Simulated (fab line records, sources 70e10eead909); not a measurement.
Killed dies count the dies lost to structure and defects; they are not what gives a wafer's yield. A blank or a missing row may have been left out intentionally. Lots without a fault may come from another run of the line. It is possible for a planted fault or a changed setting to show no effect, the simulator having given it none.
fab line records ; flow nand-harc
[record] lots = 7; wafers = 21; last-day = 23
route steps=1159 shown P_GATE@144 END@1159
lots that met no fault: taken from a fault-free run of the same line
start-h: the number of hours between the record's first day and the start of the first shown wafer of the lot ; wait-h: hours elapsed since this lot's preceding step ; " as in the row above ; L1.1+2: a single row standing in for several wafers ; - either no value or no given start ; * or withheld: withheld ; < > ~ a bound
route shown NAME@n: NAME is a module with steps in the file, n the number in the route of the first one ; usual: mean/standard deviation of fault-free wafers ; same: alike in all rows ; chamber/n: place in a boat ; sites: per-site readings ; _std_site: the values' standard deviation ; _edge_site: the outer-site mean with the inner-site mean subtracted ; radius-mm: how far each site lies from the wafer's centre ; mask NAME#n: copy n ; behind: the most recent tool/chamber to have shaped the wafer ; hold: cause of the lot's hold/its duration in hours/its outcome ; device: names the non-switching transistor (n, p or np) ; end of line: tests of these same wafers at the route's end ; step lacking rows: just its recipe ; killed: dies that structure and defects cost at the first sort, which is not the same as the wafer's yield ; map: per-die view of a wafer (x killed, . not killed, _ where there is no die)
set.NAME: the setting the step ran with; set.NAME@STEP: the setting that earlier step ran with ; model.NAME: the simulator's own value behind a step, which no gauge read
lots seen at some steps along the route; tables by step, rows by wafer
services: a tool's chamber out of use, with start hour (start-h, from the record's first day; less than 0 if before it), hours out, and reason
[[steps]]
[step NHARC_P_GATE_DESCUM_31]
[recipe] time-s = 3; o2-flow-sccm = 200; ar-flow-sccm = 0; bias-power-w = 0; chemistry = O2
[step NHARC_P_GATE_ETCH_104]
[recipe] target-depth-a = 600; time-s = withheld; cf4-flow-sccm = 100; chf3-flow-sccm = 30; ar-flow-sccm = 0; rf-w = 500; bias-w = 200; chemistry = CF4/CHF3
[usual] chamber-pressure-mTorr = 25.000/0.022; drypump-motor-current-A = 5.7/0.41; oes-product-au = 0.946/0.021; rf-vpp-V = 370.2/2.2; showerhead-plenum-p-Torr = 1.56/0.059; throttle-valve-pct = 16.802/0.0086
lot.wafer;tool;chamber;start-h;wait-h;chamber-pressure-mTorr;drypump-motor-current-A;oes-product-au;rf-vpp-V;showerhead-plenum-p-Torr;throttle-valve-pct
L923.4;rie-diel-03;3;91.98;0.1;24.978;5.6;0.925;368.3;1.48;16.794
L923.3;rie-diel-03;0;91.98;0.1;24.964;6.3;0.919;367.0;1.53;16.775
L923.5;rie-diel-03;2;91.98;0.1;25.009;5.3;0.926;368.3;1.50;16.807
L925.3;rie-diel-06;2;98.70;0.1;25.005;6.1;0.968;372.1;1.62;16.817
L925.2;rie-diel-06;3;98.70;0.1;24.995;6.1;0.960;373.3;1.66;16.791
L925.6;rie-diel-06;2;98.70;0.1;25.021;6.1;0.963;373.0;1.62;16.803
L933.2;rie-diel-03;0;151.30;0.1;25.031;6.3;0.929;368.0;1.53;16.804
L933.3;rie-diel-03;2;151.30;0.1;25.007;5.3;0.934;368.9;1.50;16.807
L933.6;rie-diel-03;2;151.30;0.1;25.006;5.3;0.946;368.1;1.50;16.809
L935.3;rie-diel-06;3;165.16;0.1;25.032;6.1;0.953;374.8;1.65;16.825
L935.6;rie-diel-06;2;165.16;0.1;24.994;6.1;0.953;372.2;1.62;16.817
L935.5;rie-diel-06;3;165.16;0.1;24.988;6.2;0.957;373.9;1.65;16.802
L937.3;rie-diel-06;0;165.47;0.1;24.975;5.3;0.944;369.5;1.56;16.796
L937.1;rie-diel-06;2;165.47;0.1;25.027;6.1;0.944;373.1;1.62;16.806
L937.5;rie-diel-06;0;165.47;0.1;24.973;5.2;0.936;369.1;1.56;16.809
L936.2;rie-diel-03;2;169.58;0.1;25.007;5.3;0.935;368.9;1.50;16.804
L936.4;rie-diel-03;1;169.58;0.1;25.013;5.7;0.990;373.4;1.61;16.813
L936.6;rie-diel-03;3;169.58;0.1;24.991;5.6;0.919;366.6;1.48;16.819
L942.4;rie-diel-12;2;198.75;0.4;24.975;5.4;0.917;370.9;1.58;16.793
L942.6;rie-diel-12;2;198.75;0.4;24.966;5.4;0.921;370.3;1.58;16.796
L942.5;rie-diel-12;3;198.75;0.4;24.996;4.7;0.913;368.4;1.54;16.786
[step NHARC_P_GATE_HM_OPEN_105]
[recipe] target-depth-a = 3600; o2-flow-sccm = 400; cos-flow-sccm = 20; ar-flow-sccm = 0; rf-w = 500; bias-w = 300; chemistry = O2/COS
[step NHARC_P_GATE_STRIP_106]
[recipe] o2-flow-sccm = 400; cos-flow-sccm = 20; ar-flow-sccm = 0; bias-w = 0; chemistry = O2/COS
[step NHARC_P_GATE_ETCH_114]
[recipe] target-depth-a = 300; overetch-a = 30; time-s = 16.5; ion-energy-ev = 100; cf4-flow-sccm = 80; o2-flow-sccm = 20; ar-flow-sccm = 0; rf-w = 300; bias-w = 100; chemistry = CF4/O2
[usual] chamber-pressure-mTorr = 30.002/0.027; drypump-motor-current-A = 5.7/0.41; oes-product-au = 1.002/0.0086; rf-vpp-V = 197.7/1.4; showerhead-plenum-p-Torr = 1.33/0.051; throttle-valve-pct = 13.398/0.0094
lot.wafer;tool;chamber;start-h;wait-h;chamber-pressure-mTorr;drypump-motor-current-A;oes-product-au;rf-hours-counter-h;rf-vpp-V;showerhead-plenum-p-Torr;throttle-valve-pct
L923.4;rie-diel-03;2;-;-;30.021;5.4;1.005;10;197.7;1.27;13.397
L923.3;rie-diel-03;3;-;-;30.002;5.6;1.009;10;197.3;1.25;13.390
L923.5;rie-diel-03;3;-;-;29.985;5.5;1.002;-;196.0;1.25;13.395
L925.2;rie-diel-06;3;-;-;30.040;6.1;0.995;8;198.8;1.41;13.394
L925.3;rie-diel-06;0;-;-;30.002;5.2;1.000;9;197.6;1.33;13.393
L925.6;rie-diel-06;3;-;-;30.003;6.1;0.995;-;199.1;1.41;13.400
L933.3;rie-diel-03;2;-;-;29.967;5.3;1.007;21;196.5;1.27;13.403
L933.2;rie-diel-03;3;-;-;30.019;5.6;1.001;21;196.0;1.25;13.406
L933.6;rie-diel-03;3;-;-;30.011;5.6;0.998;-;196.3;1.25;13.397
L935.3;rie-diel-06;0;-;-;29.963;5.2;1.001;34;198.1;1.32;13.377
L935.6;rie-diel-06;1;-;-;29.999;5.8;1.009;-;198.9;1.39;13.404
L935.5;rie-diel-06;2;-;-;29.998;6.2;1.018;-;199.2;1.37;13.401
L937.3;rie-diel-06;1;-;-;29.975;5.8;1.019;27;199.0;1.39;13.397
L937.1;rie-diel-06;2;-;-;30.019;6.1;1.012;34;198.0;1.37;13.409
L937.5;rie-diel-06;2;-;-;30.022;6.1;1.025;-;200.2;1.37;13.414
L936.4;rie-diel-03;2;-;-;29.981;5.3;0.999;24;196.0;1.27;13.397
L936.2;rie-diel-03;1;-;-;29.971;5.7;1.002;20;199.8;1.37;13.404
L936.6;rie-diel-03;2;-;-;30.023;5.3;1.007;-;196.5;1.27;13.374
L942.4;rie-diel-12;2;-;-;30.016;5.5;1.005;57;197.3;1.34;13.395
L942.5;rie-diel-12;1;-;-;29.985;6.0;0.997;-;198.6;1.39;13.404
L942.6;rie-diel-12;2;-;-;29.974;5.4;1.012;-;196.6;1.34;13.391
[step NHARC_P_GATE_ETCH_32]
[recipe] target-depth-a = 1500; over-etch-frac = 1; over-etch-ion-energy-ev = 40; time-s = 100.1; hbr-flow-sccm = 150; cl2-flow-sccm = 50; rf-w = 400; icp-w = 400; bias-w = 100; chemistry = HBr/Cl2
[step NHARC_P_GATE_STRIP_108]
[recipe] o2-flow-sccm = 500; ar-flow-sccm = 0; bias-w = 0; chemistry = O2
[step NHARC_P_GATE_CD_MEAS_33]
[usual] cd-nm = 119.6/2.2
lot.wafer;tool;chamber;start-h;wait-h;cd-nm
L923.3;cd-sem-03;-;92.75;-;120.0
L923.4;cd-sem-03;-;92.75;-;121.9
L923.5;cd-sem-03;-;92.75;-;119.9
L925.2;cd-sem-03;-;99.45;-;124.0
L925.3;cd-sem-03;-;99.45;-;119.5
L925.6;cd-sem-03;-;99.45;-;124.2
L933.2;cd-sem-02;-;152.06;-;119.6
L933.3;cd-sem-02;-;152.06;-;120.7
L933.6;cd-sem-02;-;152.06;-;116.6
L935.3;cd-sem-02;-;166.01;-;114.6
L935.5;cd-sem-02;-;166.01;-;118.7
L935.6;cd-sem-02;-;166.01;-;121.3
L937.1;cd-sem-03;-;166.28;-;120.1
L937.3;cd-sem-03;-;166.28;-;120.5
L937.5;cd-sem-03;-;166.28;-;122.0
L936.2;cd-sem-03;-;170.84;-;117.3
L936.4;cd-sem-03;-;170.84;-;118.7
L936.6;cd-sem-03;-;170.84;-;119.9
L942.4;cd-sem-03;-;199.54;-;121.2
L942.5;cd-sem-03;-;199.54;-;120.6
L942.6;cd-sem-03;-;199.54;-;115.1
[step NHARC_P_GATE_STRIP_35]
[recipe] time-s = 600; temp-c = 130; chemistry = SPM
[step NHARC_P_GATE_PRECLEAN_73]
[recipe] time-s = *; temp-c = 50; bath-age-min = 0; chemistry = SC1
[step NHARC_P_GATE_SRD_74]
[step NHARC_P_GATE_ALD_36]
[recipe] target-thk-a = 200; pulse-time-s = 60; ald-cycles = 223; temp-c = 400; material = SiNx
[usual] heater-power-w = 819/88; precursor-pulse-height-rel = 1.001/0.02; susceptor-temp-C = 400.02/0.24
lot.wafer;tool;chamber;start-h;wait-h;heater-power-w;precursor-pulse-height-rel;susceptor-temp-C
L923.4;ald-sin-02;0;93.20;-;776;0.953;399.60
L923.3;ald-sin-02;3;96.37;-;903;0.988;400.26
L923.5;ald-sin-02;1;98.49;-;933;1.018;400.02
L925.3;ald-sin-03;1;99.90;-;776;1.002;400.22
L925.2;ald-sin-03;3;102.02;-;699;1.014;400.20
L925.6;ald-sin-03;2;105.20;-;848;1.018;399.72
L933.3;ald-sin-04;1;152.52;-;803;1.003;399.68
L933.2;ald-sin-04;0;155.69;-;671;1.005;399.72
L933.6;ald-sin-04;1;156.75;-;776;1.044;399.78
L935.3;ald-sin-02;0;166.46;-;773;0.963;399.62
L935.5;ald-sin-02;0;170.69;-;769;0.992;399.83
L935.6;ald-sin-02;3;173.51;-;895;0.998;400.17
L937.1;ald-sin-04;0;166.74;-;673;1.005;400.49
L937.3;ald-sin-04;3;169.91;-;804;0.998;399.83
L937.5;ald-sin-04;1;172.02;-;814;0.991;399.97
L936.4;ald-sin-03;3;172.36;-;696;1.027;399.86
L936.2;ald-sin-03;1;174.48;-;811;1.010;400.21
L936.6;ald-sin-03;2;175.54;-;905;1.000;399.73
L942.4;ald-sin-02;1;201.05;-;948;1.016;400.19
L942.5;ald-sin-02;0;204.23;-;772;1.005;399.93
L942.6;ald-sin-02;1;205.29;-;926;1.009;400.51
[step NHARC_P_GATE_ETCHBACK_37]
[recipe] target-depth-a = 345; time-s = 17.2; chf3-flow-sccm = 50; o2-flow-sccm = 10; ar-flow-sccm = 200; rf-w = 500; bias-w = 200; chemistry = CHF3/O2
[usual] chamber-pressure-mTorr = 24.997/0.022; drypump-motor-current-A = 5.7/0.4; oes-product-au = 0.94/0.033; rf-vpp-V = 370.4/2.1; showerhead-plenum-p-Torr = 2.39/0.091; throttle-valve-pct = 20.572/0.0096
lot.wafer;tool;chamber;start-h;wait-h;chamber-pressure-mTorr;drypump-motor-current-A;oes-product-au;rf-hours-counter-h;rf-vpp-V;showerhead-plenum-p-Torr;throttle-valve-pct
L923.3;rie-diel-12;2;102.74;-;25.043;5.5;1.01;26;370.9;2.42;20.582
L923.4;rie-diel-12;3;102.74;-;25.038;4.7;1.00;26;371.2;2.36;20.577
L923.5;rie-diel-12;0;102.74;-;25.018;5.8;0.99;-;369.4;2.42;20.568
L925.2;rie-diel-03;0;109.48;-;24.979;6.3;0.93;12;369.8;2.34;20.566
L925.3;rie-diel-03;1;109.48;-;25.030;5.7;0.94;12;370.5;2.46;20.565
L925.6;rie-diel-03;2;109.48;-;25.006;5.3;0.94;-;367.7;2.29;20.559
L933.3;rie-diel-03;3;162.05;-;25.018;5.6;0.94;22;367.0;2.25;20.589
L933.2;rie-diel-03;0;162.05;-;25.043;6.3;0.92;21;369.9;2.33;20.576
L933.6;rie-diel-03;2;162.05;-;24.976;5.3;0.93;-;368.6;2.28;20.576
L937.3;rie-diel-03;2;176.24;-;24.986;5.4;0.93;24;369.4;2.28;20.574
L937.1;rie-diel-03;3;176.24;-;25.018;5.6;0.91;25;366.3;2.25;20.566
L937.5;rie-diel-03;2;176.24;-;24.988;5.4;0.92;-;370.1;2.28;20.565
L935.3;rie-diel-12;1;178.12;-;24.986;6.0;0.98;50;373.3;2.50;20.565
L935.6;rie-diel-12;3;178.12;-;24.997;4.7;0.99;-;370.5;2.35;20.576
L935.5;rie-diel-12;0;178.12;-;25.001;5.9;0.99;-;369.6;2.41;20.568
L936.4;rie-diel-03;2;180.84;-;24.984;5.3;0.94;26;368.8;2.28;20.573
L936.2;rie-diel-03;0;180.84;-;25.003;6.2;0.92;24;368.9;2.33;20.596
L936.6;rie-diel-03;3;180.84;-;25.017;5.6;0.92;-;366.5;2.25;20.574
L942.4;rie-diel-06;1;209.55;-;24.999;5.9;1.01;46;373.0;2.49;20.591
L942.5;rie-diel-06;2;209.55;-;24.999;6.1;1.02;-;373.1;2.46;20.569
L942.6;rie-diel-06;3;209.55;-;25.020;6.1;1.00;-;372.7;2.51;20.567
[step NHARC_P_GATE_STRIP_101]
[recipe] time-s = 20; o2-flow-sccm = 500; ar-flow-sccm = 0; bias-w = 0; chemistry = O2
[usual] chamber-pressure-mTorr = 60.00/0.05; drypump-motor-current-A = 5.7/0.43; oes-product-au = 1.002/0.01; rf-vpp-V = 57.7/0.84; showerhead-plenum-p-Torr = 3.51/0.12; throttle-valve-pct = 17.036/0.0082
lot.wafer;tool;chamber;start-h;wait-h;chamber-pressure-mTorr;drypump-motor-current-A;oes-product-au;rf-hours-counter-h;rf-vpp-V;showerhead-plenum-p-Torr;throttle-valve-pct
L923.4;rie-diel-12;3;102.81;0.1;60.08;4.7;0.993;26;59.0;3.47;17.048
L923.3;rie-diel-12;0;102.81;0.1;60.01;5.9;0.985;21;56.8;3.55;17.042
L923.5;rie-diel-12;3;102.81;0.1;60.05;4.7;0.996;-;59.1;3.47;17.049
L925.2;rie-diel-03;1;109.73;0.2;60.01;5.7;1.006;12;57.9;3.61;17.050
L925.3;rie-diel-03;2;109.73;0.2;59.89;5.3;1.007;12;56.7;3.37;17.042
L925.6;rie-diel-03;0;109.73;0.2;59.99;6.3;0.994;-;57.2;3.43;17.038
L933.2;rie-diel-03;0;162.15;0.1;60.07;6.3;0.997;21;57.6;3.43;17.041
L933.3;rie-diel-03;2;162.15;0.1;59.98;5.3;1.011;22;56.7;3.36;17.039
L933.6;rie-diel-03;2;162.15;0.1;60.04;5.4;1.002;-;56.9;3.36;17.024
L937.3;rie-diel-03;0;176.34;0.1;59.96;6.3;1.002;23;57.8;3.43;17.033
L937.1;rie-diel-03;3;176.34;0.1;59.99;5.6;1.006;25;57.5;3.31;17.038
L937.5;rie-diel-03;0;176.34;0.1;60.03;6.3;1.000;-;58.1;3.43;17.043
L935.3;rie-diel-12;3;178.19;0.1;60.01;4.7;1.001;54;57.9;3.46;17.031
L935.5;rie-diel-12;2;178.19;0.1;60.09;5.5;0.996;-;58.9;3.55;17.029
L935.6;rie-diel-12;3;178.19;0.1;60.01;4.7;0.987;-;56.8;3.45;17.037
L936.4;rie-diel-03;1;180.94;0.1;59.96;5.7;1.022;22;57.8;3.61;17.037
L936.2;rie-diel-03;2;180.94;0.1;60.05;5.3;1.015;26;57.4;3.36;17.027
L936.6;rie-diel-03;0;180.94;0.1;60.01;6.3;1.002;-;58.2;3.43;17.037
L942.4;rie-diel-06;0;209.62;0.1;60.03;5.2;1.014;53;58.8;3.48;17.035
L942.6;rie-diel-06;2;209.62;0.1;60.01;6.1;1.017;-;57.5;3.62;17.051
L942.5;rie-diel-06;3;209.62;0.1;60.01;6.1;1.004;-;57.0;3.69;17.059
[step NHARC_P_GATE_PRECLEAN_97]
[recipe] time-s = 600; temp-c = 120; chemistry = SPM
[step NHARC_P_GATE_SRD_98]
[step NHARC_P_GATE_PRECLEAN_99]
[recipe] time-s = *; temp-c = 50; bath-age-min = 0; chemistry = SC1
[step NHARC_P_GATE_SRD_100]
[step NHARC_P_GATE_DEHYDRATE_38]
[recipe] temp-c = 150; time-s = 120
[step NHARC_P_GATE_HMDS_39]
[recipe] time-s = 30
[step NHARC_P_GATE_COAT_40]
[recipe] spin-rpm = 3000
[step NHARC_P_GATE_SOFTBAKE_41]
[recipe] temp-c = 122; time-s = 95
[step NHARC_P_GATE_EBR_42]
[step NHARC_P_GATE_EXPOSE_43]
[recipe] na = 0.6; target-cd-nm = 720; dose-mj = 14.81; mask-id = P_NSD
[step NHARC_P_GATE_PEB_44]
[recipe] peb-temp-c = 118; peb-time-s = 85
[step NHARC_P_GATE_DEVELOP_45]
[recipe] time-s = 70
[step NHARC_P_GATE_CD_MEAS_46]
[recipe] target-cd-nm = 720; landing-energy-ev = 500
[usual] cd-nm = 719.3/1.5
lot.wafer;tool;chamber;start-h;wait-h;cd-nm
L923.3;cd-sem-01;0;103.74;-;719.2
L923.4;cd-sem-01;0;103.74;-;719.8
L923.5;cd-sem-01;0;103.74;-;717.8
L925.2;cd-sem-03;0;110.53;-;718.8
L925.3;cd-sem-03;0;110.53;-;719.0
L925.6;cd-sem-03;0;110.53;-;717.7
L933.2;cd-sem-03;0;163.07;-;723.7
L933.3;cd-sem-03;0;163.07;-;720.3
L933.6;cd-sem-03;0;163.07;-;719.8
L937.1;cd-sem-03;0;177.26;-;719.1
L937.3;cd-sem-03;0;177.26;-;719.2
L937.5;cd-sem-03;0;177.26;-;719.1
L935.3;cd-sem-02;0;179.12;-;719.6
L935.5;cd-sem-02;0;179.12;-;723.3
L935.6;cd-sem-02;0;179.12;-;719.7
L936.2;cd-sem-03;0;181.86;-;718.5
L936.4;cd-sem-03;0;181.86;-;719.0
L936.6;cd-sem-03;0;181.86;-;718.7
L942.4;cd-sem-02;0;210.54;-;721.8
L942.5;cd-sem-02;0;210.54;-;720.4
L942.6;cd-sem-02;0;210.54;-;720.7
[step NHARC_P_GATE_HARDBAKE_47]
[recipe] temp-c = 125; time-s = 80
[step NHARC_P_GATE_DESCUM_48]
[recipe] time-s = 3; o2-flow-sccm = 200; ar-flow-sccm = 0; bias-power-w = 0; chemistry = O2
[step NHARC_P_GATE_IMPLANT_49]
[recipe] energy-kev = 30; dose-cm2 = 3e+15; tilt-deg = 7
[step NHARC_P_GATE_STRIP_111]
[recipe] power-w = 1500; temp-c = 110; time-s = 250; chemistry = N2/H2
[usual] drypump-motor-current-A = 5.8/0.59; heater-power-w = 87/4.5
lot.wafer;tool;chamber;start-h;wait-h;drypump-motor-current-A;heater-power-w;rf-hours-counter-h
L923.4;plasma-asher-02;0;104.40;0.2;5.1;83;-
L923.3;plasma-asher-02;1;104.40;0.2;6.6;89;-
L923.5;plasma-asher-02;0;104.40;0.2;5.1;81;-
L925.2;plasma-asher-02;1;111.25;0.4;6.6;90;33
L925.3;plasma-asher-02;1;111.25;0.4;6.6;87;-
L925.6;plasma-asher-02;1;111.25;0.4;6.6;88;-
L933.2;plasma-asher-01;0;163.71;0.3;5.8;93;17
L933.3;plasma-asher-01;0;163.71;0.3;5.8;92;-
L933.6;plasma-asher-01;1;163.71;0.3;5.9;89;-
L937.1;plasma-asher-01;0;177.80;0.2;5.8;93;23
L937.3;plasma-asher-01;0;177.80;0.2;5.8;93;-
L937.5;plasma-asher-01;0;177.80;0.2;5.8;93;-
L935.3;plasma-asher-01;1;179.80;0.3;5.8;91;-
L935.6;plasma-asher-01;1;179.80;0.3;5.8;93;-
L935.5;plasma-asher-01;0;179.80;0.3;5.8;93;-
L936.2;plasma-asher-02;0;182.38;0.2;5.1;82;58
L936.4;plasma-asher-02;0;182.38;0.2;5.1;80;-
L936.6;plasma-asher-02;1;182.38;0.2;6.6;87;-
L942.4;plasma-asher-02;1;211.25;0.2;6.6;82;-
L942.6;plasma-asher-02;1;211.25;0.2;6.6;83;-
L942.5;plasma-asher-02;0;211.25;0.2;5.1;82;-
[step NHARC_P_GATE_STRIP_75]
[recipe] power-w = 1500; temp-c = 250; chemistry = O2
[step NHARC_P_GATE_STRIP_50]
[recipe] time-s = 900; temp-c = 130; chemistry = SPM
[step NHARC_P_GATE_DEHYDRATE_51]
[recipe] temp-c = 150; time-s = 120
[step NHARC_P_GATE_HMDS_52]
[recipe] time-s = 30
[step NHARC_P_GATE_COAT_53]
[recipe] spin-rpm = 3000
[step NHARC_P_GATE_SOFTBAKE_54]
[recipe] temp-c = 122; time-s = 95
[step NHARC_P_GATE_EBR_55]
[step NHARC_P_GATE_EXPOSE_56]
[recipe] na = 0.6; target-cd-nm = 720; dose-mj = 14.81; mask-id = P_PSD
[step NHARC_P_GATE_PEB_57]
[recipe] peb-temp-c = 118; peb-time-s = 85
[step NHARC_P_GATE_DEVELOP_58]
[recipe] time-s = 70
[step NHARC_P_GATE_CD_MEAS_59]
[recipe] target-cd-nm = 720; landing-energy-ev = 500
[usual] cd-nm = 719.5/1.9
lot.wafer;tool;chamber;start-h;wait-h;cd-nm
L923.3;cd-sem-02;0;105.53;-;718.4
L923.4;cd-sem-02;0;105.53;-;717.6
L923.5;cd-sem-02;0;105.53;-;718.1
L925.2;cd-sem-03;0;112.35;-;721.4
L925.3;cd-sem-03;0;112.35;-;720.2
L925.6;cd-sem-03;0;112.35;-;718.3
L933.2;cd-sem-01;0;164.89;-;721.7
L933.3;cd-sem-01;0;164.89;-;718.2
L933.6;cd-sem-01;0;164.89;-;718.9
L937.1;cd-sem-03;0;178.90;-;718.6
L937.3;cd-sem-03;0;178.90;-;723.0
L937.5;cd-sem-03;0;178.90;-;716.4
L935.3;cd-sem-01;0;180.94;-;720.8
L935.5;cd-sem-01;0;180.94;-;723.8
L935.6;cd-sem-01;0;180.94;-;723.3
L936.2;cd-sem-02;0;183.62;-;721.4
L936.4;cd-sem-02;0;183.62;-;719.0
L936.6;cd-sem-02;0;183.62;-;721.8
L942.4;cd-sem-02;0;212.27;-;720.4
L942.5;cd-sem-02;0;212.27;-;719.6
L942.6;cd-sem-02;0;212.27;-;719.5
[step NHARC_P_GATE_INSPECT_68]
[usual] raw-defect-count = 211/77
lot.wafer;tool;chamber;start-h;wait-h;raw-defect-count
L923.3;defect-inspect-01;-;110.58;0.1;149
L923.4;defect-inspect-01;-;110.58;0.1;159
L923.5;defect-inspect-01;-;110.58;0.1;257
L925.2;defect-inspect-01;-;117.17;0.1;163
L925.3;defect-inspect-01;-;117.17;0.1;140
L925.6;defect-inspect-01;-;117.17;0.1;437
L933.2;defect-inspect-01;-;169.88;0.1;267
L933.3;defect-inspect-01;-;169.88;0.1;697
L933.6;defect-inspect-01;-;169.88;0.1;200
L937.1;defect-inspect-02;-;183.61;0.2;611
L937.3;defect-inspect-02;-;183.61;0.2;237
L937.5;defect-inspect-02;-;183.61;0.2;157
L935.3;defect-inspect-01;-;186.00;0.1;177
L935.5;defect-inspect-01;-;186.00;0.1;186
L935.6;defect-inspect-01;-;186.00;0.1;265
L936.2;defect-inspect-01;-;188.68;0.1;87
L936.4;defect-inspect-01;-;188.68;0.1;131
L936.6;defect-inspect-01;-;188.68;0.1;618
L942.4;defect-inspect-01;-;217.19;0.1;342
L942.5;defect-inspect-01;-;217.19;0.1;195
L942.6;defect-inspect-01;-;217.19;0.1;358
[step NHARC_END_SORT_01]
[recipe] temp-c = 25
[usual] killed-at-array = 29/8.4; killed-at-other = 0.7/1.2; killed-at-periphery = 3.8/2.1; killed-dies = 33/9; killed-open = 3.4/2; killed-short = 2.1/1.4
[same] gross-dies = 677
lot.wafer;tool;chamber;start-h;wait-h;killed-at-array;killed-at-other;killed-at-periphery;killed-dies;killed-open;killed-short
L936.6;prober-01;0;522.95;4.0;25;0;82;107;2;5
L933.3;prober-02;0;528.23;3.1;30;0;77;107;0;4
L937.1;prober-01;0;534.61;2.5;25;2;74;101;4;1
// killed by level:class
L936.6 P_GATE:unspecified=79 A_SLIT:chamber-film-flake=12 A_CHANNEL_HOLE_D1:chamber-film-flake=4 A_STAIRCASE:chamber-film-flake=3 P_CONTACT:geometric-particle:short=2 A_ONON_D1:geometric-particle:short=1 A_CHANNEL_FILL_D1:geometric-particle:short=1 A_CONTACT:geometric-particle:open=1
L933.3 P_GATE:unspecified=75 A_CHANNEL_HOLE_D1:chamber-film-flake=21 A_STAIRCASE:chamber-film-flake=2 A_SGD_CUT:geometric-particle:short=1 A_WL_FILL:geometric-particle:short=1 A_CONTACT:geometric-particle:short=1 A_BLC:geometric-particle:short=1 P_ZERO_WELL:chamber-film-flake=1
L937.1 P_GATE:unspecified=72 A_SLIT:chamber-film-flake=11 A_CHANNEL_HOLE_D1:chamber-film-flake=4 A_WL_FILL:chamber-film-flake=3 A_M0:geometric-particle:open=2 A_STAIRCASE:chamber-film-flake=2 THIN_TSV:chamber-film-flake=2 P_GATE:geometric-particle:open=1
// map L933.3 (x killed, . not)
____________.____________
_________......._________
_______..........._______
______.............______
_____..............._____
____.................____
____.................____
___...................___
___...................___
__.....................__
__.....................__
_......................._
_x......................_
_...x..................._
_.........xxx.x........._
_...x..xxxxx............_
.......xxxxxxx......x....
....x.xxxxxxx......x.....
.......xxxxxxx...x.xx....
..x.x.xxxxxxxx...x.xxx...
..x...xxxxxxx....x.x.....
_...x.xxxxxxxx...xx..xx._
_......xxxxxxx.......x.._
_......xxxxxx.......x.x._
_.......x.x.x.x........._
_......xxxx............._
__.........x...........__
__.....................__
___...............x..x___
___...................___
____.................____
____x................____
_____..............x_____
______....x........______
_______....x......_______
_________......._________
____________.____________
// map L936.6 (x killed, . not)
____________.____________
_________......._________
_______..........._______
______.............______
_____..x..x........._____
____........x........____
____..x...x..........____
___...xx.x..x.........___
___.....xx............___
__......xx.............__
__.......x.............__
_........x.x.......x...._
_.......x..............._
_.......x..xx..........._
_...x.x.xxx............._
_......xxxxx............_
......xxxxxxx............
.....x.xxxxxx............
.....x.xxxxxxx...........
.x....xxxxxxxxx..........
......xxxxxxxx...........
_....x.xxxxxxx.........._
_......xxxxxxx.........x_
_.......xxxxxx........x._
_.....x.xxx............._
_.........x.x..........._
__......x..x...........__
__.....x...............__
___...................___
___x..................___
____........x........____
____.................____
_____..............._____
______x............______
_______x.........._______
_________......._________
____________.____________
[[services]]
tool;chamber;start-h;hours;kind
rie-diel-03;0;72.12;-;clean
rie-diel-03;1;72.12;-;clean
rie-diel-03;2;72.12;-;clean
rie-diel-03;3;72.12;-;clean
ald-sin-04;-;74.73;2.2;repair
ald-sin-04;3;81.83;2.1;repair
ald-sin-03;3;83.96;6.7;repair
rie-diel-06;1;85.90;22.0;repair
plasma-asher-01;-;86.01;4.8;repair
rie-diel-12;0;92.83;6.9;repair
rie-diel-03;0;96.62;-;clean
rie-diel-03;1;96.62;-;clean
rie-diel-03;2;96.62;-;clean
plasma-asher-01;-;99.00;9.0;pm
rie-diel-12;2;107.48;7.1;repair
rie-diel-12;1;132.48;4.0;repair
rie-diel-03;1;138.47;2.1;repair
rie-diel-06;0;147.70;5.0;repair
plasma-asher-01;-;148.74;1.1;repair
ald-sin-02;1;148.79;34.5;repair
rie-diel-03;1;150.11;13.0;repair
ald-sin-04;0;194.51;5.6;repair
ald-sin-04;-;196.83;0.5;repair
rie-diel-12;-;202.46;9.0;pm
[[key]]
[first-sign] step = NHARC_P_GATE_INSPECT_68; reading = raw-defect-count; direction = up; sigmas = 5.6; usual = 211; struck = 642
[effect] step = NHARC_END_SORT_01; reading = killed-at-periphery; direction = up; sigmas = 35; usual = 3.8; struck = 77.7
[more-kills-born-at] NHARC_P_GATE_ETCHBACK_37@rie-diel-03 = 226
met-at NHARC_P_GATE_ETCHBACK_37
struck-wafers L933.3,L936.6,L937.1
tester-left-out L933,L936,L937
[fault] kind = chamber-particle-source; tool = rie-diel-03; chamber = 3; onset-h = 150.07; steps = NHARC_P_GATE_ETCHBACK_37; rate-per-visit-cm2 = 0.67265; end-h = 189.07
// tester-left-out: of these lots the tester's yield and bins aren't shown, on N5 and GAA mostly nor the transistor test; their killed dies are dies lost to structure and defects alone, not to doping, threshold or leakage, so they don't give the yield
